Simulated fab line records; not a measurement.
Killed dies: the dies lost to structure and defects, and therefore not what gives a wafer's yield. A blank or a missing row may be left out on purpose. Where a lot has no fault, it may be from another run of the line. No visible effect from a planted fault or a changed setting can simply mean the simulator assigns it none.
Split-lot trial + flow n5-finfet + route with 1938 steps; 7 lots, 21 wafers read

## THE SPLIT ITSELF
At N5_BEOL_M12_TRENCH_ETCH_34 (etches SiOC in C4F8/O2/Ar, target depth 318.95 nm, time 125.5 s), the setting time-s was moved away from the recipe's 125.5 s on 6 of the 21 wafers read, by -19.0% to +18.2%. All remaining wafers had this setting at the recipe value.

## FROM THE SPLIT TO THE READING: what the file shows between them, 7 steps
- N5_BEOL_M12_STRIP_70: strips in C4F8/O2/Ar
- N5_BEOL_M12_OCD_MEAS_35
- N5_BEOL_M12_SPUTTER_45: material Cu, target thk 80 nm, time 13.33 s (also split here: time-s)
- N5_BEOL_M12_ECD_47: material Cu, target thk 720 nm
- N5_BEOL_M12_ANNEAL_48: time 90 s
- N5_BEOL_M12_PRE_CLEAN_52: time 15 s
- N5_BEOL_M12_DEP_53: deposits SiCN from 3MS/NH3, target thk 30 nm, time 10.5 s

## THE READING
M12_RS, in ohm/sq, at N5_BEOL_M12_RS_MEAS_54 (measures by four-point-probe). A value of 0.0602 ohm/sq with a standard deviation of 0.0013 ohm/sq is what fault-free wafers of this fab line usually give.

| wafer  | tool, chamber at the split | time-s as run, s | against the recipe | M12_RS, ohm/sq | against lot-mates on the recipe |
|--------|----------------------------|------------------|--------------------|----------------|---------------------------------|
| L078.2 | rie-diel-06, 0             | 115.7            | -7.8%              | 0.0653         | +0.0047                         |
| L078.3 | rie-diel-06, 1             | 125.5            | recipe             | 0.0606         | -                               |
| L078.5 | rie-diel-06, 1             | 115.7            | -7.8%              | 0.0661         | +0.0055                         |
| L080.4 | rie-diel-06, 3             | 125.5            | recipe             | 0.0624         | -                               |
| L080.5 | rie-diel-06, 0             | 125.5            | recipe             | 0.0593         | -                               |
| L080.6 | rie-diel-06, 1             | 125.5            | recipe             | 0.0585         | -                               |
| L076.1 | rie-diel-02, 1             | 125.5            | recipe             | 0.0619         | -                               |
| L076.3 | rie-diel-02, 3             | 125.5            | recipe             | 0.0601         | -                               |
| L076.4 | rie-diel-02, 2             | 125.5            | recipe             | 0.0580         | -                               |
| L091.1 | rie-diel-02, 1             | 125.5            | recipe             | 0.0626         | -                               |
| L091.3 | rie-diel-02, 2             | 125.5            | recipe             | 0.0591         | -                               |
| L091.4 | rie-diel-02, 0             | 125.5            | recipe             | 0.0617         | -                               |
| L090.3 | rie-diel-06, 1             | 148.3            | +18.2%             | 0.0507         | -0.0092                         |
| L090.4 | rie-diel-06, 0             | 125.5            | recipe             | 0.0595         | -                               |
| L090.5 | rie-diel-06, 1             | 125.5            | recipe             | 0.0603         | -                               |
| L093.4 | rie-diel-03, 3             | 116.5            | -7.2%              | 0.0644         | +0.0059                         |
| L093.5 | rie-diel-03, 2             | 116.5            | -7.2%              | 0.0653         | +0.0068                         |
| L093.6 | rie-diel-03, 3             | 125.5            | recipe             | 0.0585         | -                               |
| L095.1 | rie-diel-02, 1             | 125.5            | recipe             | 0.0629         | -                               |
| L095.4 | rie-diel-02, 2             | 125.5            | recipe             | 0.0594         | -                               |
| L095.5 | rie-diel-02, 2             | 101.6            | -19.0%             | 0.0745         | +0.0134                         |

THE FIT
A straight line over all 21 wafers: M12_RS changes by -0.00064 ohm/sq for each +1% of time-s; r = -0.94; the points scatter about the line by 0.0015 ohm/sq.
The same after taking each lot's own level away (the mean of its wafers on the recipe; 21 wafers): -0.000633 ohm/sq for each +1%; r = -0.95; scatter 0.0015 ohm/sq.
On that fit, the largest move of time-s shifts the reading by 0.012 ohm/sq.
From 0.05850 to 0.06115 ohm/sq: that is the span of the lots' own levels, equal to 2.0 times the standard deviation above.
Consequently the slope shifts little with the lot-to-lot level, the two slopes agreeing.
Check: with one of the wafers moved furthest among these (-19.0%) left out of the fit, the line predicts +0.0118 ohm/sq for it against its lot-mates. It came out at +0.0134 ohm/sq against them.

## OTHER SPLITS APPLIED TO THESE WAFERS
Other splits were also applied to these wafers ahead of the reading. Each is held against what the fit with the lots' levels taken away leaves over:
| other split on the same wafers | wafers away from the commonest value | r with M12_RS (lot level and that fit taken away) |
|--------------------------------|--------------------------------------|---------------------------------------------------|
| N5_BEOL_M10_EXPOSE_08 dose-mj  | 6                                    | -0.07                                             |
| N5_BEOL_M11_COAT_64 spin-rpm   | 6                                    | +0.13                                             |
| N5_BEOL_M12_SPUTTER_45 time-s  | 11                                   | -0.01                                             |

## THE WHOLE CHAIN: every reading that the file lists as answering this split, in the file's order
| step                       | what it does                                                    | reading                                                        | change (the file's fit)               | r (the file's) |
|----------------------------|-----------------------------------------------------------------|----------------------------------------------------------------|---------------------------------------|----------------|
| N5_BEOL_M12_TRENCH_ETCH_34 | etches SiOC in C4F8/O2/Ar, target depth 318.95 nm, time 125.5 s | etch.depth-nm (the simulator's own value, which no gauge read) | +3.01 nm for each +1% of the setting  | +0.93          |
| N5_BEOL_M12_OCD_MEAS_35    |                                                                 | trench-depth-nm                                                | +3 nm for each +1% of the setting     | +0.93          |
| N5_BEOL_M12_RS_MEAS_54     | measures by four-point-probe                                    | M12_RS                                                         | -0.000626 for each +1% of the setting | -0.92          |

## THE FILE'S OWN FIT
M12_RS changes by -0.000626 ohm/sq for each +1% of time-s, r = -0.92.
